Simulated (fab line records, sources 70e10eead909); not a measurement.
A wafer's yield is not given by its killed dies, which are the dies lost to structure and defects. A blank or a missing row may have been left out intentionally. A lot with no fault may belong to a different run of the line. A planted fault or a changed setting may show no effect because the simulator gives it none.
What tool caused it? ; flow nand-harc ; 24 lots, 72 wafers sampled, at 3 steps of a route of 1159

## WHAT THE GAUGES SHOWED, per wafer
NHARC_P_BONDPAD_THK_MEAS_20: measures by xrf. Usual: 160.4 nm for thk-nm, sd 1.3.
lot;measured;on;thk-nm (nm);flag
L074;day 6 14:50;film-metro-01;160.8 157.7 158.6;
L075;day 7 02:02;film-metro-01;159.5 160.1 158.9;
L076;day 7 03:14;film-metro-02;159.5 160.1 159.8;
L077;day 7 03:32;film-metro-01;162.1 161.8 163.1;
L079;day 7 14:08;film-metro-01;163.0 161.9 159.4;
L078;day 7 15:18;film-metro-02;162.9 162.7 158.3;
L080;day 7 22:03;film-metro-01;161.0 160.7 163.6;
L081;day 7 22:40;film-metro-01;160.0 162.2 160.2;
L082;day 8 11:41;film-metro-01;159.6 160.3 160.1;
L083;day 8 12:47;film-metro-01;158.0 159.8 160.4;
L084;day 9 03:25;film-metro-02;159.2 157.3 161.9;
L085;day 9 04:56;film-metro-01;160.1 160.3 159.4;
L086;day 9 17:34;film-metro-01;163.3 161.5 159.3;
L087;day 9 18:21;film-metro-01;160.8 160.4 161.9;
L088;day 10 00:31;film-metro-01;163.8 159.8 159.0;
L089;day 10 05:27;film-metro-02;158.8 159.8 161.6;
L090;day 10 05:34;film-metro-01;161.8 161.4 160.9;
L091;day 10 14:13;film-metro-01;160.1 158.9 159.5;
L092;day 10 15:02;film-metro-02;163.4 161.3 159.0;
L093;day 11 01:38;film-metro-02;160.1 160.3 158.9;
L094;day 11 03:31;film-metro-02;160.0 158.4 160.6;
L095;day 11 14:50;film-metro-02;158.4 160.8 159.4;
L097;day 12 00:17;film-metro-02;160.7 161.2 160.2;
L096;day 12 05:08;film-metro-02;158.5 163.3 159.9;

NHARC_A_ZERO_WELL_INSPECT_17. Usual: 10 for raw-defect-count, sd 5.1.
lot;measured;on;raw-defect-count;flag
L074;day 6 17:50;defect-inspect-02;4 9 11;
L075;day 7 05:01;defect-inspect-01;12 5 16;
L076;day 7 06:19;defect-inspect-01;8 9 18;
L077;day 7 06:34;defect-inspect-01;18 14 12;
L079;day 7 17:06;defect-inspect-02;10 12 12;
L078;day 7 18:23;defect-inspect-02;6 5 8;
L080;day 8 01:03;defect-inspect-02;9 23 11;
L081;day 8 01:45;defect-inspect-01;18 10 8;
L082;day 8 14:44;defect-inspect-02;13 16 3;
L083;day 8 15:50;defect-inspect-01;20 12 17;
L084;day 9 06:28;defect-inspect-01;12 19 8;
L085;day 9 07:56;defect-inspect-02;7 2 14;
L086;day 9 20:37;defect-inspect-01;3 10 4;
L087;day 9 21:14;defect-inspect-01;9 10 8;
L088;day 10 03:43;defect-inspect-01;3 8 7;
L089;day 10 08:26;defect-inspect-02;5 9 5;
L090;day 10 08:37;defect-inspect-01;3 15 13;
L091;day 10 17:23;defect-inspect-01;6 7 12;
L092;day 10 18:05;defect-inspect-02;5 16 17;
L093;day 11 04:35;defect-inspect-02;14 10 9;
L094;day 11 06:25;defect-inspect-02;4 8 4;
L095;day 11 17:52;defect-inspect-02;12 7 7;
L097;day 12 03:20;defect-inspect-02;4 11 5;
L096;day 12 08:07;defect-inspect-01;6 8 10;

## EACH LOT AND THE TOOL THAT RAN IT (in order: tool; ch and the chambers of the sampled wafers; start)
lot;NHARC_P_BONDPAD_PRE_CLEAN_26
L074;pvd-sputter-01, day 6 14:50 or earlier
L075;pvd-sputter-01, day 7 02:02 or earlier
L076;pvd-sputter-03, day 7 03:14 or earlier
L077;pvd-sputter-02, day 7 03:32 or earlier
L079;pvd-sputter-03, day 7 14:08 or earlier
L078;pvd-sputter-02, day 7 15:18 or earlier
L080;pvd-sputter-02, day 7 22:03 or earlier
L081;pvd-sputter-03, day 7 22:40 or earlier
L082;pvd-sputter-03, day 8 11:41 or earlier
L083;pvd-sputter-03, day 8 12:47 or earlier
L084;pvd-sputter-01, day 9 03:25 or earlier
L085;pvd-sputter-01, day 9 04:56 or earlier
L086;pvd-sputter-01, day 9 17:34 or earlier
L087;pvd-sputter-01, day 9 18:21 or earlier
L088;pvd-sputter-01, day 10 00:31 or earlier
L089;pvd-sputter-01, day 10 05:27 or earlier
L090;pvd-sputter-01, day 10 05:34 or earlier
L091;pvd-sputter-03, day 10 14:13 or earlier
L092;pvd-sputter-02, day 10 15:02 or earlier
L093;pvd-sputter-02, day 11 01:38 or earlier
L094;pvd-sputter-03, day 11 03:31 or earlier
L095;pvd-sputter-01, day 11 14:50 or earlier
L097;pvd-sputter-02, day 12 00:17 or earlier
L096;pvd-sputter-01, day 12 05:08 or earlier
- NHARC_P_BONDPAD_PRE_CLEAN_26: time 30 s.

## WHAT THE TOOLS THEMSELVES READ (means of the sampled wafers that have a number; where no wafer has one, the mark that the record gives instead)
NHARC_P_BONDPAD_PRE_CLEAN_26. Usual: 398 W for heater-power-w, sd 45.
lot;tool;heater-power-w (W);flag
L074;pvd-sputter-01;385;
L075;pvd-sputter-01;390;
L076;pvd-sputter-03;426;
L077;pvd-sputter-02;369;
L079;pvd-sputter-03;421;
L078;pvd-sputter-02;396;
L080;pvd-sputter-02;373;
L081;pvd-sputter-03;409;
L082;pvd-sputter-03;426;
L083;pvd-sputter-03;395;
L084;pvd-sputter-01;380;
L085;pvd-sputter-01;382;
L086;pvd-sputter-01;387;
L087;pvd-sputter-01;380;
L088;pvd-sputter-01;382;
L089;pvd-sputter-01;376;
L090;pvd-sputter-01;423;
L091;pvd-sputter-03;412;
L092;pvd-sputter-02;361;
L093;pvd-sputter-02;415;
L094;pvd-sputter-03;422;
L095;pvd-sputter-01;386;
L097;pvd-sputter-02;393;
L096;pvd-sputter-01;379;

## THE ANSWER, worked out from the rows above alone
Rule: take the mean of a lot's wafers that have a number; if it is more than 3 standard deviations from the usual mean, the lot is off. Also off: a lot with no number at a reading for which 4 or more lots have one. Any other lot the step has rows for is counted as sound. After the gauges, taken in route order, come the tools' own readings; for these a lot's mean is taken, as printed above. At the first step where some lot is off, the reading lying furthest off is the one used; lots without a number count as furthest.
Nothing can be told from this: no lot is off at any reading shown.

## WHAT WAS PUT IN BY THE SIMULATOR
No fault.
